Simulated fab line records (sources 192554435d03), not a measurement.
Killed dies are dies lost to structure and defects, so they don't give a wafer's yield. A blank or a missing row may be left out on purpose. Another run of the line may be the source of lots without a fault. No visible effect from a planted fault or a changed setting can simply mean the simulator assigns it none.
fab line records | flow n5_finfet
record: lots: 7 | wafers: 21 | last_day: 17
route steps=1938 shown BEOL_M13@1662
lots untouched by any fault: they come from a run of this same line in which no faults occurred
start_h: hours from the record's first day to the start of the lot's first wafer shown | wait_h: hours from the lot's prior step to this one | " identical to the entry in the row above | L1.1+2: a single row standing in for several wafers | - no value present, or no start provided | * or withheld: withheld | < > ~ a bound
route shown NAME@n: names a module that has steps shown in the file, with the first one's number in the route | usual: average and standard deviation across the fault-free wafers | same: alike in all rows | chamber/n: place in a boat | sites: the reading at each site | _std_site: the values' standard deviation | _edge_site: mean of outer sites minus mean of inner sites | radius_mm: how far each site lies from the wafer's centre | mask NAME#n: copy n | behind: tool/chamber where the wafer was last shaped | hold: cause of the lot's hold/its duration in hours/its outcome | device: which transistor (n, p or np) failed to switch | end of line: tests of these same wafers at the route's end | a step without rows: its recipe alone | killed: count of dies lost to structure and defects at first sort (not the wafer's yield) | map: a wafer's dies, x killed, . not, _ none there
set.NAME: the setting as run; set.NAME@STEP: as run at that earlier step | model.NAME: the simulator's own value behind a step, which no gauge read
certain route steps with their lots: each step a table, each wafer a row
services: when a tool's chamber went out of use (start_h, in hours from the record's first day, below 0 if earlier), for how many hours, and the reason
== steps ==
step: N5_BEOL_M13_COAT_04
recipe: spin_rpm: 1625 | resist_thk_nm: 400
step: N5_BEOL_M13_EBR_06
recipe: solvent: PGMEA | ebr_width_mm: 1.5
step: N5_BEOL_M13_SOFTBAKE_05
recipe: temp_c: 130 | time_s: 60
step: N5_BEOL_M13_EXPOSE_07
recipe: mask_id: V12 | na: 0.93 | source_shape: conventional | sigma_outer: 0.6 | polarization: unpolarized | attpsm_phase_deg: 180 | dose_mj: 24.8
step: N5_BEOL_M13_PEB_08
recipe: peb_temp_c: 130 | peb_time_s: 90
step: N5_BEOL_M13_DEVELOP_09
recipe: develop_time_s: 45 | rinse_liquid: diw | dry: air_spin | dev_temp_c: 21
step: N5_BEOL_M13_HARDBAKE_14
recipe: temp_c: 130 | time_s: 120
step: N5_BEOL_M13_CD_MEAS_10
recipe: target_cd_nm: 190 | landing_energy_ev: 500 | detector: se_inlens | polarity: opening
usual: cd_nm: 189.1/1.5
lot.wafer | tool      | chamber | start_h | wait_h | cd_nm
L140.1    | cd_sem-03 | 0       | 258.86  | -      | 188.3
L140.2    | "         | 0       | "       | "      | 189.2
L140.3    | "         | 0       | "       | "      | 188.7
L150.1    | cd_sem-03 | 0       | 322.95  | -      | 190.6
L150.4    | "         | 0       | "       | "      | 192.1
L150.5    | "         | 0       | "       | "      | 188.1
L151.2    | cd_sem-03 | 0       | 330.33  | -      | 188.6
L151.3    | "         | 0       | "       | "      | 189.2
L151.4    | "         | 0       | "       | "      | 190.2
L154.1    | cd_sem-01 | 0       | 340.59  | -      | 190.0
L154.2    | "         | 0       | "       | "      | 189.5
L154.3    | "         | 0       | "       | "      | 189.4
L156.4    | cd_sem-02 | 0       | 340.75  | -      | 187.1
L156.5    | "         | 0       | "       | "      | 186.4
L156.6    | "         | 0       | "       | "      | 186.1
L155.1    | cd_sem-03 | 0       | 340.91  | -      | 188.8
L155.3    | "         | 0       | "       | "      | 190.1
L155.5    | "         | 0       | "       | "      | 188.8
L161.1    | cd_sem-01 | 0       | 372.05  | -      | 191.8
L161.2    | "         | 0       | "       | "      | 188.3
L161.6    | "         | 0       | "       | "      | 190.4
step: N5_BEOL_M13_OVL_MEAS_11
recipe: points_per_wafer: 44
usual: V12_OVL: -3/5
lot.wafer | tool       | chamber | start_h | wait_h | V12_OVL[nm]
L140.1    | overlay-01 | 0       | 258.89  | 0.0    | -7
L140.2    | "          | 0       | "       | "      | -7
L140.3    | "          | 0       | "       | "      | -5
L150.1    | overlay-02 | 0       | 322.98  | 0.0    | -4
L150.4    | "          | 0       | "       | "      | -8
L150.5    | "          | 0       | "       | "      | -7
L151.2    | overlay-01 | 0       | 330.36  | 0.0    | 1
L151.3    | "          | 0       | "       | "      | 2
L151.4    | "          | 0       | "       | "      | 6
L154.1    | overlay-02 | 0       | 340.63  | 0.0    | -3
L154.2    | "          | 0       | "       | "      | 0
L154.3    | "          | 0       | "       | "      | -6
L156.4    | overlay-02 | 0       | 340.78  | 0.0    | -3
L156.5    | "          | 0       | "       | "      | -5
L156.6    | "          | 0       | "       | "      | 1
L155.1    | overlay-01 | 0       | 340.94  | 0.0    | 7
L155.3    | "          | 0       | "       | "      | 9
L155.5    | "          | 0       | "       | "      | 5
L161.1    | overlay-01 | 0       | 372.08  | 0.0    | -1
L161.2    | "          | 0       | "       | "      | -8
L161.6    | "          | 0       | "       | "      | -4
step: N5_BEOL_M13_INSPECT_12
recipe: mode: adi | inspect_instrument: macro
usual: raw_defect_count: 2.0/1.3
lot.wafer | tool              | chamber | start_h | wait_h | raw_defect_count
L140.1    | defect_inspect-02 | -       | 258.91  | 0.0    | 2
L140.2    | "                 | -       | "       | "      | 2
L140.3    | "                 | -       | "       | "      | 5
L150.1    | defect_inspect-01 | -       | 323.00  | 0.0    | 1
L150.4    | "                 | -       | "       | "      | 0
L150.5    | "                 | -       | "       | "      | 1
L151.2    | defect_inspect-02 | -       | 330.38  | 0.0    | 1
L151.3    | "                 | -       | "       | "      | 5
L151.4    | "                 | -       | "       | "      | 3
L154.1    | defect_inspect-02 | -       | 340.65  | 0.0    | 1
L154.2    | "                 | -       | "       | "      | 4
L154.3    | "                 | -       | "       | "      | 2
L156.4    | defect_inspect-02 | -       | 340.80  | 0.0    | 2
L156.5    | "                 | -       | "       | "      | 4
L156.6    | "                 | -       | "       | "      | 1
L155.1    | defect_inspect-01 | -       | 340.96  | 0.0    | 1
L155.3    | "                 | -       | "       | "      | 1
L155.5    | "                 | -       | "       | "      | 3
L161.1    | defect_inspect-02 | -       | 372.11  | 0.0    | 5
L161.2    | "                 | -       | "       | "      | 0
L161.6    | "                 | -       | "       | "      | 1
step: N5_BEOL_M13_DESCUM_15
recipe: chemistry: O2 | time_s: 7.9 | source_power_w: 50 | bias_power_w: 20 | pressure_mtorr: 20 | rf_frequency_hz: 2.712e+07 | temp_c: 40 | o2_flow_sccm: 225
usual: drypump_motor_current_A: 5.8/0.57 | oes_product_au: 0.81/0.086 | rf_vpp_V: 242.7/1.3 | showerhead_plenum_p_Torr: 2.06/0.064 | throttle_valve_pct: 20.30/0.28
lot.wafer | tool        | chamber | start_h | wait_h | drypump_motor_current_A | oes_product_au | rf_hours_counter_h | rf_vpp_V | showerhead_plenum_p_Torr | throttle_valve_pct
L140.1    | rie_diel-01 | 2       | 258.95  | 0.0    | 5.6                     | 0.85           | 62                 | 241.2    | 2.04                     | 20.33
L140.2    | "           | 0       | "       | "      | 6.0                     | 0.71           | 181                | 243.4    | 2.10                     | 20.72
L140.3    | "           | 1       | "       | "      | 5.7                     | 0.97           | 2                  | 245.9    | 2.23                     | 20.08
L150.1    | rie_diel-03 | 3       | 323.04  | 0.0    | 6.4                     | 0.84           | 66                 | 241.6    | 2.01                     | 19.85
L150.4    | "           | 1       | "       | "      | 4.7                     | 0.85           | 71                 | 241.1    | 2.03                     | 20.49
L150.5    | "           | 0       | "       | "      | 6.5                     | 0.91           | -                  | 243.0    | 2.03                     | 20.12
L151.2    | rie_diel-01 | 0       | 330.87  | 0.5    | 6.0                     | 0.69           | 204                | 242.3    | 2.09                     | 20.75
L151.3    | "           | 2       | "       | "      | 5.6                     | 0.82           | 84                 | 242.0    | 2.03                     | 20.36
L151.4    | "           | 1       | "       | "      | 5.7                     | 0.90           | 24                 | 246.5    | 2.22                     | 20.10
L154.1    | rie_diel-01 | 2       | 340.91  | 0.3    | 5.6                     | 0.81           | 87                 | 241.6    | 2.03                     | 20.33
L154.2    | "           | 3       | "       | "      | 6.3                     | 0.72           | 173                | 241.8    | 1.97                     | 20.22
L154.3    | "           | 0       | "       | "      | 6.0                     | 0.69           | 208                | 241.4    | 2.09                     | 20.76
L156.4    | rie_diel-03 | 0       | 340.92  | 0.1    | 6.5                     | 0.90           | 32                 | 242.1    | 2.03                     | 20.15
L156.5    | "           | 0       | "       | "      | 6.5                     | 0.90           | -                  | 242.7    | 2.03                     | 20.14
L156.6    | "           | 3       | "       | "      | 6.3                     | 0.83           | -                  | 242.7    | 2.01                     | 19.86
L155.1    | rie_diel-03 | 2       | 341.24  | 0.3    | 5.2                     | 0.68           | 248                | 242.8    | 2.06                     | 20.71
L155.3    | "           | 0       | "       | "      | 6.6                     | 0.89           | 32                 | 242.3    | 2.03                     | 20.14
L155.5    | "           | 3       | "       | "      | 6.4                     | 0.83           | -                  | 241.7    | 2.01                     | 19.86
L161.1    | rie_diel-03 | 2       | 372.38  | 0.3    | 5.2                     | 0.96           | 6                  | 242.3    | 2.06                     | 20.28
L161.2    | "           | 1       | "       | "      | 4.7                     | 0.83           | 89                 | 240.6    | 2.02                     | 20.51
L161.6    | "           | 1       | "       | "      | 4.7                     | 0.82           | -                  | 241.9    | 2.02                     | 20.50
step: N5_BEOL_M13_ETCH_59
recipe: chemistry: N2/H2 | target: BARC | target_depth_a: 890 | overetch_a: 267 | time_s: 67.9 | ion_energy_ev: 200 | pressure_mtorr: 30 | source_w: 840 | bias_w: 150 | n2_flow_sccm: 200 | h2_flow_sccm: 200
usual: bias_w: 150.0/0.51 | chamber_pressure_mTorr: 29.998/0.027 | drypump_motor_current_A: 5.9/0.57 | oes_product_au: 0.69/0.066 | rf_vpp_V: 523.0/2.1 | showerhead_plenum_p_Torr: 2.51/0.072 | throttle_valve_pct: 17.83/0.23
lot.wafer | tool        | chamber | start_h | wait_h | bias_w | chamber_pressure_mTorr | drypump_motor_current_A | oes_product_au | rf_hours_counter_h | rf_vpp_V | showerhead_plenum_p_Torr | throttle_valve_pct
L140.1    | rie_diel-01 | 2       | 258.98  | 0.0    | 149.8  | 29.974                 | 5.6                     | 0.72           | 62                 | 522.5    | 2.46                     | 17.64
L140.2    | "           | 0       | "       | "      | 150.1  | 29.979                 | 6.0                     | 0.62           | 181                | 523.2    | 2.52                     | 17.93
L140.3    | "           | 1       | "       | "      | 149.9  | 30.029                 | 5.7                     | 0.83           | 2                  | 528.2    | 2.70                     | 17.50
L150.1    | rie_diel-03 | 3       | 323.07  | 0.0    | 150.0  | 29.991                 | 6.4                     | 0.72           | 66                 | 522.7    | 2.49                     | 17.72
L150.4    | "           | 1       | "       | "      | 149.9  | 29.983                 | 4.7                     | 0.72           | 71                 | 522.1    | 2.48                     | 18.11
L150.5    | "           | 0       | "       | "      | 149.7  | 30.025                 | 6.5                     | 0.76           | -                  | 524.0    | 2.48                     | 17.53
L151.2    | rie_diel-01 | 0       | 330.90  | 0.0    | 149.7  | 30.003                 | 6.1                     | 0.61           | 204                | 523.6    | 2.51                     | 17.97
L151.3    | "           | 2       | "       | "      | 150.9  | 30.006                 | 5.7                     | 0.70           | 84                 | 521.3    | 2.45                     | 17.66
L151.4    | "           | 1       | "       | "      | 150.0  | 29.956                 | 5.7                     | 0.77           | 24                 | 529.7    | 2.69                     | 17.53
L154.1    | rie_diel-01 | 2       | 340.95  | 0.0    | 151.0  | 29.918                 | 5.6                     | 0.69           | 87                 | 522.9    | 2.45                     | 17.70
L154.2    | "           | 3       | "       | "      | 151.1  | 30.014                 | 6.3                     | 0.62           | 173                | 520.1    | 2.43                     | 17.91
L154.3    | "           | 0       | "       | "      | 150.6  | 30.014                 | 6.0                     | 0.61           | 208                | 524.8    | 2.50                     | 17.98
L156.4    | rie_diel-03 | 0       | 340.95  | 0.0    | 148.9  | 30.003                 | 6.6                     | 0.75           | 32                 | 521.0    | 2.47                     | 17.51
L156.5    | "           | 0       | "       | "      | 148.6  | 30.016                 | 6.5                     | 0.75           | -                  | 523.0    | 2.47                     | 17.53
L156.6    | "           | 3       | "       | "      | 150.0  | 30.025                 | 6.4                     | 0.71           | -                  | 521.7    | 2.49                     | 17.72
L155.1    | rie_diel-03 | 2       | 341.28  | 0.0    | 150.6  | 29.972                 | 5.2                     | 0.58           | 248                | 521.6    | 2.49                     | 18.18
L155.3    | "           | 0       | "       | "      | 149.4  | 30.041                 | 6.6                     | 0.75           | 32                 | 521.8    | 2.47                     | 17.53
L155.5    | "           | 3       | "       | "      | 150.0  | 29.990                 | 6.4                     | 0.71           | -                  | 521.9    | 2.49                     | 17.72
L161.1    | rie_diel-03 | 2       | 372.41  | 0.0    | 150.1  | 29.954                 | 5.2                     | 0.82           | 6                  | 523.0    | 2.49                     | 17.74
L161.2    | "           | 1       | "       | "      | 149.5  | 29.970                 | 4.7                     | 0.70           | 89                 | 521.7    | 2.48                     | 18.15
L161.6    | "           | 1       | "       | "      | 149.9  | 29.987                 | 4.7                     | 0.70           | -                  | 522.8    | 2.48                     | 18.15
step: N5_BEOL_M13_VIA_ETCH_16
recipe: chemistry: C4F8/O2/Ar | target: SiOC | pressure_mtorr: 30 | source_w: 3000 | bias_w: 700 | Ar_flow_sccm: 400 | C4F8_flow_sccm: 15 | O2_flow_sccm: 8 | he_inner_torr: 15 | he_outer_torr: 30 | target_depth_a: 9217 | time_s: withheld | ion_energy_ev: 250 | ends: cleared
usual: C4F8_flow_sccm: 15.00/0.048 | O2_flow_sccm: 7.996/0.023 | drypump_motor_current_A: 5.9/0.57 | oes_product_au: 0.73/0.077 | rf_vpp_V: 664.2/2.7 | showerhead_plenum_p_Torr: 3.38/0.09 | throttle_valve_pct: 24.15/0.24
lot.wafer | tool        | chamber | start_h | wait_h | C4F8_flow_sccm | O2_flow_sccm | drypump_motor_current_A | oes_product_au | rf_vpp_V | showerhead_plenum_p_Torr | throttle_valve_pct | model.coat_of_BEOL_M13_COAT_04.thk_nm
L140.1    | rie_diel-01 | 2       | 259.03  | 0.0    | 15.04          | 7.978        | 5.6                     | 0.76           | 663.7    | 3.33                     | 24.10              | 74.2
L140.2    | "           | 0       | "       | "      | 14.96          | 8.020        | 6.0                     | 0.65           | 662.9    | 3.40                     | 24.30              | 77.2
L140.3    | "           | 1       | "       | "      | 14.94          | 8.004        | 5.7                     | 0.89           | 672.9    | 3.62                     | 23.90              | 71
L150.1    | rie_diel-03 | 3       | 323.12  | 0.0    | 14.98          | 8.020        | 6.4                     | 0.76           | 664.4    | 3.30                     | 23.67              | 70.2
L150.4    | "           | 1       | "       | "      | 14.91          | 7.990        | 4.7                     | 0.75           | 661.3    | 3.32                     | 24.33              | 68.8
L150.5    | "           | 0       | "       | "      | 14.98          | 8.008        | 6.5                     | 0.82           | 663.3    | 3.40                     | 24.30              | 68
L151.2    | rie_diel-01 | 0       | 330.95  | 0.0    | 15.07          | 7.973        | 6.0                     | 0.64           | 664.6    | 3.38                     | 24.34              | 72.4
L151.3    | "           | 2       | "       | "      | 15.08          | 7.979        | 5.7                     | 0.74           | 662.2    | 3.32                     | 24.11              | 71.8
L151.4    | "           | 1       | "       | "      | 15.05          | 7.943        | 5.7                     | 0.83           | 671.2    | 3.61                     | 23.92              | 68.2
L154.1    | rie_diel-01 | 2       | 341.00  | 0.0    | -              | -            | -                       | -              | -        | -                        | -                  | 316
L154.2    | "           | 3       | "       | "      | -              | -            | -                       | -              | -        | -                        | -                  | 317.4
L154.3    | "           | 0       | "       | "      | -              | -            | -                       | -              | -        | -                        | -                  | 319.4
L156.4    | rie_diel-03 | 0       | 341.01  | 0.0    | -              | -            | -                       | -              | -        | -                        | -                  | 316
L156.5    | "           | 0       | "       | "      | -              | -            | -                       | -              | -        | -                        | -                  | 314.8
L156.6    | "           | 3       | "       | "      | -              | -            | -                       | -              | -        | -                        | -                  | 312.8
L155.1    | rie_diel-03 | 2       | 341.33  | 0.0    | -              | -            | -                       | -              | -        | -                        | -                  | 315.4
L155.3    | "           | 0       | "       | "      | -              | -            | -                       | -              | -        | -                        | -                  | 314
L155.5    | "           | 3       | "       | "      | -              | -            | -                       | -              | -        | -                        | -                  | 312.4
L161.1    | rie_diel-03 | 2       | 372.46  | 0.0    | 15.00          | 7.997        | 5.2                     | 0.86           | 665.1    | 3.38                     | 24.13              | 70.4
L161.2    | "           | 1       | "       | "      | 15.00          | 8.009        | 4.7                     | 0.74           | 663.5    | 3.32                     | 24.36              | 70.8
L161.6    | "           | 1       | "       | "      | 15.01          | 7.986        | 4.7                     | 0.74           | 661.4    | 3.32                     | 24.36              | 68.8
step: N5_BEOL_M13_STRIP_63
recipe: chemistry: N2/H2 | power_w: 1000 | temp_c: 250 | h2_frac: 0.65 | overash_fraction: 0.3 | pressure_mtorr: 1000 | n2_flow_sccm: 1750 | h2_flow_sccm: 3250
usual: drypump_motor_current_A: 5.8/0.45 | heater_power_w: 332/8.1 | oes_product_au: 0.674/0.0049 | strip_time_to_endpoint_s: 27.5/1.3
same: overash_fraction: 0.3
lot.wafer | tool            | chamber | start_h | wait_h | drypump_motor_current_A | heater_power_w | oes_product_au | rf_hours_counter_h | strip_time_to_endpoint_s
L140.1    | plasma_asher-02 | 0       | 259.27  | -      | 6.4                     | 330            | 0.676          | 133                | 28.9
L140.2    | "               | 1       | "       | "      | 5.7                     | 334            | 0.690          | 133                | 29.8
L140.3    | "               | 1       | "       | "      | 5.7                     | 341            | 0.677          | -                  | 27.9
L150.1    | plasma_asher-01 | 1       | 323.36  | -      | 5.3                     | 352            | 0.675          | 81                 | 27.7
L150.4    | "               | 0       | "       | "      | 5.4                     | 321            | 0.673          | -                  | 27.3
L150.5    | "               | 0       | "       | "      | 5.4                     | 323            | 0.673          | -                  | 27.1
L151.2    | plasma_asher-01 | 0       | 331.37  | -      | 5.4                     | 322            | 0.683          | 82                 | 28.4
L151.3    | "               | 1       | "       | "      | 5.3                     | 344            | 0.679          | -                  | 28.2
L151.4    | "               | 0       | "       | "      | 5.4                     | 329            | 0.675          | -                  | 27.1
L154.1    | plasma_asher-02 | 0       | 341.24  | -      | 6.4                     | 341            | 0.856          | 148                | 92.5
L154.2    | "               | 1       | "       | "      | 5.7                     | 332            | 0.855          | 148                | 92.9
L154.3    | "               | 0       | "       | "      | 6.4                     | 333            | 0.858          | -                  | 93.4
L156.4    | plasma_asher-02 | 1       | 341.38  | -      | 5.7                     | 329            | 0.860          | -                  | 92.5
L156.5    | "               | 0       | "       | "      | 6.4                     | 324            | 0.851          | -                  | 92.2
L156.6    | "               | 1       | "       | "      | 5.7                     | 331            | 0.857          | -                  | 91.7
L155.1    | plasma_asher-02 | 0       | 341.56  | -      | 6.4                     | 330            | 0.839          | 148                | 92.3
L155.3    | "               | 0       | "       | "      | 6.4                     | 324            | 0.870          | -                  | 92.0
L155.5    | "               | 1       | "       | "      | 5.7                     | 327            | 0.866          | -                  | 91.6
L161.1    | plasma_asher-02 | 0       | 372.70  | -      | 6.4                     | 331            | 0.668          | 154                | 27.8
L161.2    | "               | 1       | "       | "      | 5.7                     | 329            | 0.679          | 154                | 27.9
L161.6    | "               | 0       | "       | "      | 6.4                     | 334            | 0.682          | -                  | 27.3
step: N5_BEOL_M13_STRIP_64
recipe: chemistry: N2/H2 | power_w: 1000 | temp_c: 250 | h2_frac: 0.65 | overash_fraction: 0.3 | pressure_mtorr: withheld | n2_flow_sccm: 1750 | h2_flow_sccm: 3250
usual: drypump_motor_current_A: 5.8/0.45 | heater_power_w: 332/8.5 | oes_product_au: 0.715/0.0047 | strip_time_to_endpoint_s: 31.33/0.065
same: overash_fraction: 0.3
lot.wafer | tool            | chamber | start_h | wait_h | drypump_motor_current_A | heater_power_w | oes_product_au | rf_hours_counter_h | strip_time_to_endpoint_s
L140.1    | plasma_asher-02 | 0       | 259.33  | 0.0    | 6.4                     | 337            | 0.723          | 133                | 31.29
L140.2    | "               | 1       | "       | "      | 5.7                     | 330            | 0.722          | 133                | 31.22
L140.3    | "               | 1       | "       | "      | 5.7                     | 325            | 0.714          | -                  | 31.27
L150.1    | plasma_asher-01 | 1       | 323.42  | 0.0    | 5.3                     | 344            | 0.715          | 81                 | 31.31
L150.4    | "               | 0       | "       | "      | 5.4                     | 318            | 0.721          | -                  | 31.41
L150.5    | "               | 0       | "       | "      | 5.4                     | 317            | 0.718          | -                  | 31.40
L151.2    | plasma_asher-01 | 0       | 331.43  | 0.0    | 5.4                     | 321            | 0.718          | 82                 | 31.26
L151.3    | "               | 1       | "       | "      | 5.2                     | 348            | 0.712          | -                  | 31.26
L151.4    | "               | 0       | "       | "      | 5.4                     | 317            | 0.716          | -                  | 31.30
L154.1    | plasma_asher-02 | 0       | 341.30  | 0.0    | 6.4                     | 332            | 0.713          | 148                | 31.39
L154.2    | "               | 1       | "       | "      | 5.7                     | 330            | 0.713          | 148                | 31.41
L154.3    | "               | 0       | "       | "      | 6.4                     | 333            | 0.711          | -                  | 31.38
L156.4    | plasma_asher-02 | 1       | 341.44  | 0.0    | 5.7                     | 328            | 0.719          | -                  | 31.23
L156.5    | "               | 0       | "       | "      | 6.4                     | 330            | 0.715          | -                  | 31.23
L156.6    | "               | 1       | "       | "      | 5.7                     | 337            | 0.722          | -                  | 31.17
L155.1    | plasma_asher-02 | 0       | 341.62  | 0.0    | 6.4                     | 337            | 0.717          | 148                | 31.34
L155.3    | "               | 0       | "       | "      | 6.4                     | 338            | 0.714          | -                  | 31.29
L155.5    | "               | 1       | "       | "      | 5.7                     | 333            | 0.715          | -                  | 31.30
L161.1    | plasma_asher-02 | 0       | 372.76  | 0.0    | 6.4                     | 333            | 0.715          | 154                | 31.39
L161.2    | "               | 1       | "       | "      | 5.7                     | 321            | 0.721          | 154                | 31.37
L161.6    | "               | 0       | "       | "      | 6.4                     | 344            | 0.711          | -                  | 31.34
step: N5_BEOL_M13_STRIP_71
recipe: chemistry: post_etch_residue_remover | time_s: 60 | temp_c: 25 | remover_ph: withheld | remover_water_wt_pct: withheld | remover_fluoride_wt_pct: withheld
step: N5_BEOL_M13_SRD_72
recipe: time_s: 30 | temp_c: 23 | rinse_liquid: diw | dry: n2_spin | spin_rpm: 1500 | dry_time_s: 30
step: N5_BEOL_M13_CD_MEAS_17
recipe: target_cd_nm: 190 | polarity: opening
usual: cd_nm: 189.8/1.9
lot.wafer | tool      | chamber | start_h | wait_h | cd_nm
L140.1    | cd_sem-02 | -       | 259.48  | 0.0    | 188.3
L140.2    | "         | -       | "       | "      | 190.3
L140.3    | "         | -       | "       | "      | 187.8
L150.1    | cd_sem-03 | -       | 323.57  | 0.0    | 190.6
L150.4    | "         | -       | "       | "      | 194.6
L150.5    | "         | -       | "       | "      | 188.7
L151.2    | cd_sem-03 | -       | 331.58  | 0.0    | 190.7
L151.3    | "         | -       | "       | "      | 189.9
L151.4    | "         | -       | "       | "      | 190.8
L154.1    | cd_sem-03 | -       | 341.44  | 0.0    | -
L154.2    | "         | -       | "       | "      | -
L154.3    | "         | -       | "       | "      | -
L156.4    | cd_sem-03 | -       | 341.57  | 0.0    | -
L156.5    | "         | -       | "       | "      | -
L156.6    | "         | -       | "       | "      | -
L155.1    | cd_sem-03 | -       | 341.78  | 0.0    | -
L155.3    | "         | -       | "       | "      | -
L155.5    | "         | -       | "       | "      | -
L161.1    | cd_sem-01 | -       | 372.91  | 0.0    | 191.7
L161.2    | "         | -       | "       | "      | 190.2
L161.6    | "         | -       | "       | "      | 191.8
step: N5_BEOL_M13_COAT_65
recipe: resist: SOC | temp_c: 250 | time_s: 60 | spin_rpm: 1500 | resist_thk_nm: 350
== services ==
tool        | chamber | start_h | hours | kind
rie_diel-01 | 1       | 235.70  | -     | clean
rie_diel-01 | 1       | 235.70  | -     | consumable_replace:focus_ring
rie_diel-01 | 1       | 235.70  | -     | consumable_replace:showerhead
rie_diel-01 | 1       | 235.70  | 14.6  | scheduled_down
rie_diel-01 | 1       | 235.70  | 14.6  | vent_cycle
rie_diel-01 | 3       | 248.54  | 4.6   | repair
rie_diel-03 | -       | 271.79  | 0.6   | repair
rie_diel-03 | 2       | 344.44  | -     | clean
rie_diel-03 | 2       | 344.44  | -     | consumable_replace:focus_ring
rie_diel-03 | 2       | 344.44  | 12.0  | scheduled_down
rie_diel-03 | 2       | 344.44  | 12.0  | vent_cycle
rie_diel-01 | 1       | 350.76  | 4.5   | repair
rie_diel-03 | 3       | 355.96  | 5.1   | repair
== key ==
first_sign: step: N5_BEOL_M13_VIA_ETCH_16 | reading: tool_record | direction: missing
effect: step: N5_BEOL_M13_STRIP_63 | reading: strip_time_to_endpoint_s | direction: up | sigmas: 51 | usual: * | struck: *
effect: step: N5_BEOL_M13_CD_MEAS_17 | reading: cd_nm | direction: missing
model_effect: step: N5_BEOL_M13_VIA_ETCH_16 | value: coat_of_BEOL_M13_COAT_04.thk_nm | without: 69.2 | struck: 315.4
met_at N5_BEOL_M13_VIA_ETCH_16
struck_wafers L154.1,L154.2,L154.3,L155.1,L155.3,L155.5,L156.4,L156.5,L156.6
later_rows_left_out L154.1,L154.2,L154.3,L155.1,L155.3,L155.5,L156.4,L156.5,L156.6
sort_left_out L154.1,L154.2,L154.3,L155.1,L155.3,L155.5,L156.4,L156.5,L156.6
onset_between 330.95 341.00
fault: kind: skipped_step_whole | tool: rie_diel-01,rie_diel-03 | chamber: - | onset_h: 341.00 | steps: N5_BEOL_M13_VIA_ETCH_16 | scope: struck_lots_only
sort_left_out: the simulated sort isn't trusted on such a fault, so these wafers' sort isn't shown, and their yield isn't known
later_rows_left_out: the simulator's readings of these wafers behind a module that went badly wrong aren't trusted and aren't shown, but for the sort
